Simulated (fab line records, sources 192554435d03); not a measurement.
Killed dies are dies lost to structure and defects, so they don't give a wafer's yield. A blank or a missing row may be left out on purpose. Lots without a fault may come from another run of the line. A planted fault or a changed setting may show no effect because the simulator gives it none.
Split-lot experiment | flow n5_finfet | 7 lots, 39 wafers read, on a route of 1938 steps

THE SPLIT
At N5_DUMMY_GATE_ETCH_32 (etches SiO2 in CF4, target depth 3.5 nm, time 3.9 s), the setting time_s was moved away from the recipe's 3.9 s on 18 of the 39 wafers read, by -21.2% to +17.9%. The other wafers ran this setting at the recipe's value.

The reading is taken at the split's own step.

THE READING
etch.depth_nm (the simulator's own value, which no gauge read), in nm, at N5_DUMMY_GATE_ETCH_32 (etches SiO2 in CF4, target depth 3.5 nm, time 3.9 s). The file gives no usual value for it. The 21 wafers here that ran the recipe average 3.508 nm, standard deviation 0.077 nm.

wafer  | tool, chamber at the split | time_s as run, s | against the recipe | etch.depth_nm, nm | against lot-mates on the recipe
L074.1 | rie_si-03, 0               | 3.9              | recipe             | 3.586             | -
L074.2 | rie_si-03, 3               | 3.093            | -20.7%             | 2.751             | -0.783
L074.3 | rie_si-03, 1               | 3.9              | recipe             | 3.404             | -
L074.4 | rie_si-03, 2               | 3.093            | -20.7%             | 2.845             | -0.689
L074.5 | rie_si-03, 2               | 3.9              | recipe             | 3.611             | -
L074.6 | rie_si-03, 3               | 3.093            | -20.7%             | 2.798             | -0.736
L076.1 | rie_si-05, 3               | 3.072            | -21.2%             | 2.795             | -0.657
L076.2 | rie_si-05, 2               | 3.9              | recipe             | 3.493             | -
L076.3 | rie_si-05, 1               | 3.072            | -21.2%             | 2.647             | -0.805
L076.4 | rie_si-05, 3               | 3.072            | -21.2%             | 2.811             | -0.641
L076.5 | rie_si-05, 1               | 3.9              | recipe             | 3.371             | -
L076.6 | rie_si-05, 2               | 3.9              | recipe             | 3.492             | -
L077.1 | rie_si-03, 3               | 3.9              | recipe             | 3.492             | -
L077.2 | rie_si-03, 0               | 3.9              | recipe             | 3.55              | -
L077.3 | rie_si-03, 1               | 3.474            | -10.9%             | 2.999             | -0.546
L077.4 | rie_si-03, 2               | 3.474            | -10.9%             | 3.221             | -0.324
L077.5 | rie_si-03, 0               | 3.9              | recipe             | 3.593             | -
L077.6 | rie_si-03, 3               | 3.474            | -10.9%             | 3.086             | -0.459
L079.1 | rie_si-02, 0               | 4.598            | +17.9%             | 4.044             | +0.567
L079.2 | rie_si-02, 1               | 4.598            | +17.9%             | 4.193             | +0.716
L079.3 | rie_si-02, 2               | 3.9              | recipe             | 3.484             | -
L079.4 | rie_si-02, 3               | 3.9              | recipe             | 3.509             | -
L079.5 | rie_si-02, 0               | 3.9              | recipe             | 3.437             | -
L079.6 | rie_si-02, 3               | 4.598            | +17.9%             | 4.172             | +0.695
L085.1 | rie_si-05, 1               | 3.523            | -9.7%              | 3.008             | -0.442
L085.2 | rie_si-05, 3               | 3.523            | -9.7%              | 3.216             | -0.234
L085.3 | rie_si-05, 2               | 3.523            | -9.7%              | 3.15              | -0.300
L085.4 | rie_si-05, 0               | 3.9              | recipe             | 3.386             | -
L085.5 | rie_si-05, 3               | 3.9              | recipe             | 3.545             | -
L085.6 | rie_si-05, 0               | 3.9              | recipe             | 3.418             | -
L090.1 | rie_si-02, 1               | 3.9              | recipe             | 3.635             | -
L090.2 | rie_si-02, 0               | 3.9              | recipe             | 3.452             | -
L090.3 | rie_si-02, 2,3             | 3.261            | -16.4%             | 2.944             | -0.584
L090.6 | rie_si-02, 2,3             | 3.261            | -16.4%             | 2.944             | -0.584
L090.4 | rie_si-02, 3               | 3.261            | -16.4%             | 2.924             | -0.604
L090.5 | rie_si-02, 2               | 3.9              | recipe             | 3.496             | -
L091.4 | rie_si-03, 0               | 3.9              | recipe             | 3.583             | -
L091.5 | rie_si-03, 3               | 3.9              | recipe             | 3.497             | -
L091.6 | rie_si-03, 2               | 3.9              | recipe             | 3.629             | -
Where a row lists several chambers, the file gives one row for several wafers and doesn't say which wafer went through which chamber.

THE FIT
A straight line over all 39 wafers: etch.depth_nm changes by +0.0353 nm for each +1% of time_s; r = +0.98; the points scatter about the line by 0.076 nm.
The same after taking each lot's own level away (the mean of its wafers on the recipe; 39 wafers): +0.0355 nm for each +1%; r = +0.98; scatter 0.071 nm.
On that fit, the largest move of time_s shifts the reading by 0.75 nm.
The lots' own levels span 3.4497 to 3.5697 nm, that is 1.6 times the standard deviation above.
So the lot-to-lot level changes the slope little: the two slopes agree.
Check: with one of the wafers moved furthest among these (-21.2%) left out of the fit, the line predicts -0.761 nm for it against its lot-mates. It came out at -0.657 nm against them.

OTHER SPLITS ON THESE WAFERS
These wafers also went through other splits before the reading. Each is held against what the fit with the lots' levels taken away leaves over:
other split on the same wafers        | wafers away from the commonest value | r with etch.depth_nm (lot level and that fit taken away)
N5_FIN_CUT_CUT_ETCH_26 target_depth_a | 18                                   | +0.32

THE FILE'S OWN FIT
etch.depth_nm changes by +0.0355 nm for each +1% of time_s, r = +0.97.
